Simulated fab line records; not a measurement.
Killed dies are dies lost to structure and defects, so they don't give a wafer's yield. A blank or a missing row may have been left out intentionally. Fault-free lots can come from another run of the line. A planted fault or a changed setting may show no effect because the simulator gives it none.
Lot-split experiment + flow n5_finfet + route with 1938 steps; 7 lots, 21 wafers read

## THE SPLIT ITSELF
At N5_BEOL_M8_ILD_DEP_00 (deposits SiCOH lowk from DEMS/porogen, target thk 179.75 nm, time 33.4 s), the setting time_s was moved away from the recipe's 33.4 s on 9 of the 21 wafers read, by -13.4% to +7.0%. For the rest of the wafers, this setting stayed at what the recipe calls for.

## FROM SPLIT TO READING: 1 step shown by the file between the two
- N5_BEOL_M8_CURE_74: cures SiCOH lowk, time 240 s

## THE READING
M8_ILD_THK (nm), taken at N5_BEOL_M8_THK_MEAS_01. Fault-free wafers of this fab line usually give 155.1 nm, standard deviation 2 nm.

| wafer  | tool, chamber at the split | time_s as run, s | against the recipe | M8_ILD_THK, nm | against lot-mates on the recipe |
|--------|----------------------------|------------------|--------------------|----------------|---------------------------------|
| L075.1 | pecvd-04, 1                | 28.93            | -13.4%             | 134.6          | -21.0                           |
| L075.2 | pecvd-04, 2                | 28.93            | -13.4%             | 133.8          | -21.8                           |
| L075.3 | pecvd-04, 0                | 33.4             | recipe             | 155.6          | -                               |
| L077.1 | pecvd-02, 1                | 29.85            | -10.6%             | 133.6          | -19.7                           |
| L077.2 | pecvd-02, 2                | 29.85            | -10.6%             | 137.2          | -16.1                           |
| L077.5 | pecvd-02, 1                | 33.4             | recipe             | 153.3          | -                               |
| L085.1 | pecvd-03, 1                | 33.4             | recipe             | 152.5          | -                               |
| L085.3 | pecvd-03, 2                | 33.4             | recipe             | 151.3          | -                               |
| L085.4 | pecvd-03, 1                | 35.73            | +7.0%              | 166.9          | +15.0                           |
| L088.2 | pecvd-02, 2                | 30.46            | -8.8%              | 139.5          | -16.0                           |
| L088.3 | pecvd-02, 0                | 30.46            | -8.8%              | 138.5          | -17.0                           |
| L088.6 | pecvd-02, 2                | 33.4             | recipe             | 155.5          | -                               |
| L091.2 | pecvd-03, 0                | 33.4             | recipe             | 155.1          | -                               |
| L091.3 | pecvd-03, 1                | 33.4             | recipe             | 153.7          | -                               |
| L091.6 | pecvd-03, 1                | 33.4             | recipe             | 156.5          | -                               |
| L092.1 | pecvd-04, 1                | 30.55            | -8.5%              | 140.5          | -13.2                           |
| L092.3 | pecvd-04, 0                | 33.4             | recipe             | 153.7          | -                               |
| L092.4 | pecvd-04, 0                | 30.55            | -8.5%              | 143.0          | -10.7                           |
| L097.2 | pecvd-02, 1                | 33.4             | recipe             | 153.0          | -                               |
| L097.5 | pecvd-02, 1                | 33.4             | recipe             | 154.9          | -                               |
| L097.6 | pecvd-02, 0                | 33.4             | recipe             | 156.7          | -                               |

FIT RESULTS
A straight line over all 21 wafers: M8_ILD_THK changes by +1.63 nm for each +1% of time_s; r = +0.98; the points scatter about the line by 1.8 nm.
The same after taking each lot's own level away (the mean of its wafers on the recipe; 21 wafers): +1.69 nm for each +1%; r = +0.99; scatter 1.6 nm.
According to that fit, moving time_s by its largest amount changes the reading by 23 nm.
From 151.90 to 155.60 nm: that is the span of the lots' own levels, equal to 1.8 times the standard deviation above.
So the lot-to-lot level changes the slope little: the two slopes agree.
Check: for one of the wafers moved furthest among these (-13.4%), held out of the fit, the line's prediction against its lot-mates is -22.6 nm. Against them it came out at -21 nm.

## THESE WAFERS: OTHER SPLITS
These wafers also went through other splits before the reading. Each is held against what the fit with the lots' levels taken away leaves over:
| other split on the same wafers | wafers away from the commonest value | r with M8_ILD_THK (lot level and that fit taken away) |
|--------------------------------|--------------------------------------|-------------------------------------------------------|
| N5_BEOL_M7_ILD_DEP_00 time_s   | 5                                    | +0.04                                                 |

## THE WHOLE CHAIN: every reading that the file lists as answering this split, in the file's order
| step                   | what it does                                                             | reading                                                                                  | change (the file's fit)              | r (the file's) |
|------------------------|--------------------------------------------------------------------------|------------------------------------------------------------------------------------------|--------------------------------------|----------------|
| N5_BEOL_M8_ILD_DEP_00  | deposits SiCOH lowk from DEMS/porogen, target thk 179.75 nm, time 33.4 s | SiCOH_lowk_of_BEOL_M8_ILD_DEP_00.thk_nm (the simulator's own value, which no gauge read) | +1.94 nm for each +1% of the setting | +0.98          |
| N5_BEOL_M8_CURE_74     | cures SiCOH lowk, time 240 s                                             | SiCOH_lowk_of_BEOL_M8_ILD_DEP_00.thk_nm (the simulator's own value, which no gauge read) | +1.69 nm for each +1% of the setting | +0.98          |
| N5_BEOL_M8_THK_MEAS_01 |                                                                          | M8_ILD_THK                                                                               | +1.69 for each +1% of the setting    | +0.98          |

## THE FILE'S OWN FIT
M8_ILD_THK changes by +1.69 nm for each +1% of time_s, r = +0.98.
